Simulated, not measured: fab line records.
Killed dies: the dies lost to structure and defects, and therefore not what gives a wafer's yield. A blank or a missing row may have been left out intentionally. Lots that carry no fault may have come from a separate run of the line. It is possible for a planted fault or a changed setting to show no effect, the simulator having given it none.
The tool behind it: which one? :: flow n5Finfet :: 9 lots, 27 wafers sampled, at 5 steps of a route of 1938

## WHAT THE GAUGES SHOWED, per wafer
N5_BEOL_M4_RC_MEAS_101. Usual: DIBL_N 36.4 mV/V, standard deviation 1.5; DIBL_P 36.6 mV/V, standard deviation 1.9; IOFF_N 0.155 nA/um, standard deviation 0.021; IOFF_P 0.211 nA/um, standard deviation 0.028; ION_N 671 uA/um, standard deviation 8.6; ION_P 462 uA/um, standard deviation 5.8; SS_N 71.5 mV/dec, standard deviation 0.5; SS_P 73.4 mV/dec, standard deviation 0.58; VT_N 250.1 mV, standard deviation 2.4; VT_P -250.1 mV, standard deviation 3.
lot: L631
measured: day 8 10:45
on: prober-01
DIBL_N (mV/V): 36.4 36.8 36.8
DIBL_P (mV/V): 37.3 37.6 38.0
IOFF_N (nA/um): 0.155 0.159 0.158
IOFF_P (nA/um): 0.241 0.256 0.251
ION_N (uA/um): 671 664 675
ION_P (uA/um): 472 466 469
SS_N (mV/dec): 71.1 70.7 71.4
SS_P (mV/dec): 73.9 73.5 74.1
VT_N (mV): 248.2 248.4 250.2
VT_P (mV): -247.0 -247.3 -246.1
flag: 

lot: L634
measured: day 8 22:37
on: prober-01
DIBL_N (mV/V): 34.9 34.0 33.9
DIBL_P (mV/V): 34.8 33.9 33.5
IOFF_N (nA/um): 0.137 0.129 0.126
IOFF_P (nA/um): 0.224 0.204 0.202
ION_N (uA/um): 657 661 660
ION_P (uA/um): 464 463 466
SS_N (mV/dec): 70.6 70.9 71.0
SS_P (mV/dec): 72.8 72.6 72.7
VT_N (mV): 254.1 256.0 249.6
VT_P (mV): -246.3 -251.0 -251.1
flag: 

lot: L638
measured: day 10 08:18
on: prober-02
DIBL_N (mV/V): 37.3 36.9 38.4
DIBL_P (mV/V): 36.8 34.5 37.2
IOFF_N (nA/um): 0.157 0.142 0.170
IOFF_P (nA/um): 0.208 0.175 0.222
ION_N (uA/um): 676 670 679
ION_P (uA/um): 460 454 466
SS_N (mV/dec): 71.5 71.5 71.0
SS_P (mV/dec): 73.1 72.3 73.1
VT_N (mV): 250.6 249.8 250.6
VT_P (mV): -246.9 -251.8 -248.8
flag: 

lot: L641
measured: day 10 20:49
on: prober-01
DIBL_N (mV/V): 34.5 38.3 37.3
DIBL_P (mV/V): 32.8 37.4 35.7
IOFF_N (nA/um): 0.128 0.196 0.183
IOFF_P (nA/um): 0.193 0.279 0.255
ION_N (uA/um): 666 681 686
ION_P (uA/um): 461 475 479
SS_N (mV/dec): 70.5 71.3 72.2
SS_P (mV/dec): 73.8 73.9 73.6
VT_N (mV): 250.2 242.4 245.2
VT_P (mV): -249.4 -240.7 -242.6
flag: 

lot: L645
measured: day 12 09:46
on: prober-01
DIBL_N (mV/V): 37.7 37.2 38.2
DIBL_P (mV/V): 37.4 37.2 38.3
IOFF_N (nA/um): 0.158 0.149 0.169
IOFF_P (nA/um): 0.238 0.240 0.260
ION_N (uA/um): 669 665 671
ION_P (uA/um): 463 462 471
SS_N (mV/dec): 72.0 71.5 71.9
SS_P (mV/dec): 73.7 73.4 73.4
VT_N (mV): 249.9 249.9 249.4
VT_P (mV): -249.9 -250.2 -246.3
flag: 

lot: L647
measured: day 12 13:58
on: prober-02
DIBL_N (mV/V): 36.0 34.9 35.9
DIBL_P (mV/V): 38.0 37.0 38.0
IOFF_N (nA/um): 0.171 0.152 0.169
IOFF_P (nA/um): 0.222 0.204 0.232
ION_N (uA/um): 670 670 677
ION_P (uA/um): 463 466 467
SS_N (mV/dec): 71.5 71.0 71.0
SS_P (mV/dec): 73.3 72.7 73.0
VT_N (mV): 250.0 250.4 249.7
VT_P (mV): -248.7 -249.4 -247.9
flag: 

lot: L648
measured: day 12 16:26
on: prober-01
DIBL_N (mV/V): 36.9 37.9 37.3
DIBL_P (mV/V): 37.3 38.5 37.8
IOFF_N (nA/um): 0.160 0.186 0.171
IOFF_P (nA/um): 0.221 0.218 0.209
ION_N (uA/um): 665 686 677
ION_P (uA/um): 459 461 460
SS_N (mV/dec): 71.8 71.9 71.3
SS_P (mV/dec): 73.4 73.7 73.5
VT_N (mV): 252.5 247.3 247.6
VT_P (mV): -247.9 -250.5 -250.5
flag: 

lot: L649
measured: day 12 20:07
on: prober-01
DIBL_N (mV/V): 36.3 37.1 36.7
DIBL_P (mV/V): 36.7 38.9 37.9
IOFF_N (nA/um): 0.151 0.177 0.158
IOFF_P (nA/um): 0.195 0.230 0.207
ION_N (uA/um): 665 673 665
ION_P (uA/um): 456 466 453
SS_N (mV/dec): 71.5 71.9 72.0
SS_P (mV/dec): 73.4 74.6 74.0
VT_N (mV): 249.9 247.2 250.0
VT_P (mV): -251.6 -249.3 -247.9
flag: 

lot: L652
measured: day 13 20:34
on: prober-02
DIBL_N (mV/V): 37.5 36.8 38.2
DIBL_P (mV/V): 37.3 37.3 38.1
IOFF_N (nA/um): 0.160 0.155 0.175
IOFF_P (nA/um): 0.168 0.173 0.183
ION_N (uA/um): 675 675 691
ION_P (uA/um): 452 458 461
SS_N (mV/dec): 72.1 70.9 71.8
SS_P (mV/dec): 73.6 73.6 73.1
VT_N (mV): 248.8 248.2 247.3
VT_P (mV): -257.4 -256.5 -256.1
flag: 

N5_BEOL_M8_CD_MEAS_28 targets a cd of 40 nm. Usual: cdNm reads 39.95 nm (standard deviation 0.22).
lot: L631
measured: day 9 20:10
on: cdSem-01
cdNm (nm): 39.96 39.93 40.20
flag: 

lot: L634
measured: day 10 09:01
on: cdSem-03
cdNm (nm): 40.04 39.87 40.10
flag: 

lot: L638
measured: day 11 19:31
on: cdSem-03
cdNm (nm): 39.94 39.36 39.64
flag: 

lot: L641
measured: day 12 07:59
on: cdSem-01
cdNm (nm): 40.00 40.16 40.28
flag: 

lot: L645
measured: day 13 22:13
on: cdSem-03
cdNm (nm): 40.03 40.05 40.08
flag: 

lot: L647
measured: day 14 02:57
on: cdSem-01
cdNm (nm): 39.86 39.88 32.58
flag: OFF

lot: L648
measured: day 14 03:43
on: cdSem-03
cdNm (nm): 39.98 39.99 32.96
flag: OFF

lot: L649
measured: day 14 07:31
on: cdSem-02
cdNm (nm): 39.70 34.22 33.21
flag: OFF

lot: L652
measured: day 15 04:44
on: cdSem-01
cdNm (nm): 39.93 40.29 39.76
flag: 

## EACH LOT AND THE TOOL THAT RAN IT (in order: tool; ch and the chambers of the sampled wafers; start)
lot: L631
N5_BEOL_M8_PECVD_70: pecvd-04 ch 1,2, day 9 17:44
N5_BEOL_M8_ETCH_62: rieDiel-06 ch 1,2,3, day 9 18:35
N5_BEOL_M8_EXPOSE_25: euvScanner-02 ch 0, day 9 20:02

lot: L634
N5_BEOL_M8_PECVD_70: pecvd-02 ch 0,1, day 10 04:36
N5_BEOL_M8_ETCH_62: rieDiel-06 ch 0,1,2, day 10 07:14
N5_BEOL_M8_EXPOSE_25: euvScanner-02 ch 0, day 10 08:53

lot: L638
N5_BEOL_M8_PECVD_70: pecvd-03 ch 0,2, day 11 17:31
N5_BEOL_M8_ETCH_62: rieDiel-04 ch 0,1,3, day 11 18:42
N5_BEOL_M8_EXPOSE_25: euvScanner-02 ch 0, day 11 19:23

lot: L641
N5_BEOL_M8_PECVD_70: pecvd-02 ch 1,2, day 12 04:07
N5_BEOL_M8_ETCH_62: rieDiel-01 ch 0,1, day 12 06:43
N5_BEOL_M8_EXPOSE_25: euvScanner-02 ch 0, day 12 07:52

lot: L645
N5_BEOL_M8_PECVD_70: pecvd-02 ch 1,2, day 13 19:30
N5_BEOL_M8_ETCH_62: rieDiel-06 ch 0,2,3, day 13 20:41
N5_BEOL_M8_EXPOSE_25: euvScanner-01 ch 0, day 13 22:05

lot: L647
N5_BEOL_M8_PECVD_70: pecvd-02 ch 0,1,2, day 14 00:20
N5_BEOL_M8_ETCH_62: rieDiel-06 ch 0,2,3, day 14 01:53
N5_BEOL_M8_EXPOSE_25: euvScanner-02 ch 0, day 14 02:49

lot: L648
N5_BEOL_M8_PECVD_70: pecvd-03 ch 1,2, day 14 00:55
N5_BEOL_M8_ETCH_62: rieDiel-01 ch 0,1,3, day 14 02:56
N5_BEOL_M8_EXPOSE_25: euvScanner-02 ch 0, day 14 03:35

lot: L649
N5_BEOL_M8_PECVD_70: pecvd-04 ch 0,2, day 14 02:01
N5_BEOL_M8_ETCH_62: rieDiel-01 ch 1,2, day 14 03:40
N5_BEOL_M8_EXPOSE_25: euvScanner-02 ch 0, day 14 07:24

lot: L652
N5_BEOL_M8_PECVD_70: pecvd-04 ch 0,2, day 14 23:48
N5_BEOL_M8_ETCH_62: rieDiel-04 ch 0,2, day 15 01:25
N5_BEOL_M8_EXPOSE_25: euvScanner-01 ch 0, day 15 04:37
- N5_BEOL_M8_PECVD_70: deposits SiO2 from TEOS/O2, target thk 20 nm, time 22.7 s.
- N5_BEOL_M8_ETCH_62: etches SOC in N2/H2, target depth 110 nm, overetch 22 nm, time 165 s.
- N5_BEOL_M8_EXPOSE_25: exposes mask V7, target cd 40 nm.

## WHAT THE TOOLS THEMSELVES READ (means of the sampled wafers that have a number; where no wafer has one, the mark that the record gives instead)
N5_BEOL_M8_PECVD_70. Usual: heaterPowerW 785 W, standard deviation 140; showerheadPlenumPTorr 8.79 Torr, standard deviation 0.043; throttleValvePct 22.1 %, standard deviation 1.4.
lot: L631
tool: pecvd-04
heaterPowerW (W): 840
showerheadPlenumPTorr (Torr): 8.80
throttleValvePct (%): 22.5
flag: 

lot: L634
tool: pecvd-02
heaterPowerW (W): 704
showerheadPlenumPTorr (Torr): 8.76
throttleValvePct (%): 23.7
flag: 

lot: L638
tool: pecvd-03
heaterPowerW (W): 804
showerheadPlenumPTorr (Torr): 8.81
throttleValvePct (%): 21.6
flag: 

lot: L641
tool: pecvd-02
heaterPowerW (W): 876
showerheadPlenumPTorr (Torr): 8.75
throttleValvePct (%): 21.5
flag: 

lot: L645
tool: pecvd-02
heaterPowerW (W): 861
showerheadPlenumPTorr (Torr): 8.75
throttleValvePct (%): 21.5
flag: 

lot: L647
tool: pecvd-02
heaterPowerW (W): 750
showerheadPlenumPTorr (Torr): 8.75
throttleValvePct (%): 22.7
flag: 

lot: L648
tool: pecvd-03
heaterPowerW (W): 815
showerheadPlenumPTorr (Torr): 8.83
throttleValvePct (%): 22.8
flag: 

lot: L649
tool: pecvd-04
heaterPowerW (W): 589
showerheadPlenumPTorr (Torr): 8.80
throttleValvePct (%): 21.4
flag: 

lot: L652
tool: pecvd-04
heaterPowerW (W): 630
showerheadPlenumPTorr (Torr): 8.82
throttleValvePct (%): 21.4
flag: 

N5_BEOL_M8_ETCH_62. Usual: drypumpMotorCurrentA 5.7 A, standard deviation 0.54; n2FlowSccm 200.0 sccm, standard deviation 0.66; oesProductAu 0.68 a.u., standard deviation 0.072; rfVppV 524.2 V, standard deviation 2.5; showerheadPlenumPTorr 2.55 Torr, standard deviation 0.081; throttleValvePct 17.83 %, standard deviation 0.16.
lot: L631
tool: rieDiel-06
drypumpMotorCurrentA (A): 5.8
n2FlowSccm (sccm): 199.3
oesProductAu (a.u.): 0.66
rfVppV (V): 524.2
showerheadPlenumPTorr (Torr): 2.55
throttleValvePct (%): 17.79
flag: 

lot: L634
tool: rieDiel-06
drypumpMotorCurrentA (A): 5.4
n2FlowSccm (sccm): 200.1
oesProductAu (a.u.): 0.66
rfVppV (V): 524.5
showerheadPlenumPTorr (Torr): 2.55
throttleValvePct (%): 17.84
flag: 

lot: L638
tool: rieDiel-04
drypumpMotorCurrentA (A): 5.6
n2FlowSccm (sccm): 199.7
oesProductAu (a.u.): 0.66
rfVppV (V): 521.6
showerheadPlenumPTorr (Torr): 2.47
throttleValvePct (%): 17.86
flag: 

lot: L641
tool: rieDiel-01
drypumpMotorCurrentA (A): 5.1
n2FlowSccm (sccm): 200.4
oesProductAu (a.u.): 0.73
rfVppV (V): 522.4
showerheadPlenumPTorr (Torr): 2.52
throttleValvePct (%): 17.73
flag: 

lot: L645
tool: rieDiel-06
drypumpMotorCurrentA (A): 5.9
n2FlowSccm (sccm): 199.9
oesProductAu (a.u.): 0.64
rfVppV (V): 525.3
showerheadPlenumPTorr (Torr): 2.58
throttleValvePct (%): 17.87
flag: 

lot: L647
tool: rieDiel-06
drypumpMotorCurrentA (A): 5.9
n2FlowSccm (sccm): 200.3
oesProductAu (a.u.): 0.64
rfVppV (V): 524.4
showerheadPlenumPTorr (Torr): 2.58
throttleValvePct (%): 17.87
flag: 

lot: L648
tool: rieDiel-01
drypumpMotorCurrentA (A): 5.3
n2FlowSccm (sccm): 199.8
oesProductAu (a.u.): 0.71
rfVppV (V): 524.1
showerheadPlenumPTorr (Torr): 2.55
throttleValvePct (%): 17.82
flag: 

lot: L649
tool: rieDiel-01
drypumpMotorCurrentA (A): 5.1
n2FlowSccm (sccm): 199.9
oesProductAu (a.u.): 0.67
rfVppV (V): 522.0
showerheadPlenumPTorr (Torr): 2.48
throttleValvePct (%): 17.65
flag: 

lot: L652
tool: rieDiel-04
drypumpMotorCurrentA (A): 5.9
n2FlowSccm (sccm): 199.6
oesProductAu (a.u.): 0.72
rfVppV (V): 524.2
showerheadPlenumPTorr (Torr): 2.56
throttleValvePct (%): 17.92
flag: 

## THE ANSWER, worked out from the rows above alone
Rule: a lot is off if the mean of its wafers that have a number lies more than 3 standard deviations from the usual mean. Also off: a lot with no number at a reading for which 4 or more lots have one. The other lots that the step has rows for count as sound. Order of review: gauges by route order, followed by the tools' own readings, for which a lot's mean as printed above is used. The first step at which some lot is off is used, and at that step the reading that is off furthest; a lot without a number counts as furthest.
Off at N5_BEOL_M8_CD_MEAS_28 (cdNm): L647, L648, L649.
If a tool, at a process step before that reading, ran all the lots that are off and no sound lot after the first of them, it fits. The gauges at N5_BEOL_M8_CD_MEAS_28 are tried like those tools. One fits: N5_BEOL_M8_EXPOSE_25 on euvScanner-02. A fault onset in the window from L641 (day 12 07:52, its last sound lot) to L647 (day 14 02:49, its first lot off) fits.

## WHAT WAS PUT IN BY THE SIMULATOR
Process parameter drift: euvScanner-02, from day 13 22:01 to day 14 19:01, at N5_BEOL_M8_EXPOSE_25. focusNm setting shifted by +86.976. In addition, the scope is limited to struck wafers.
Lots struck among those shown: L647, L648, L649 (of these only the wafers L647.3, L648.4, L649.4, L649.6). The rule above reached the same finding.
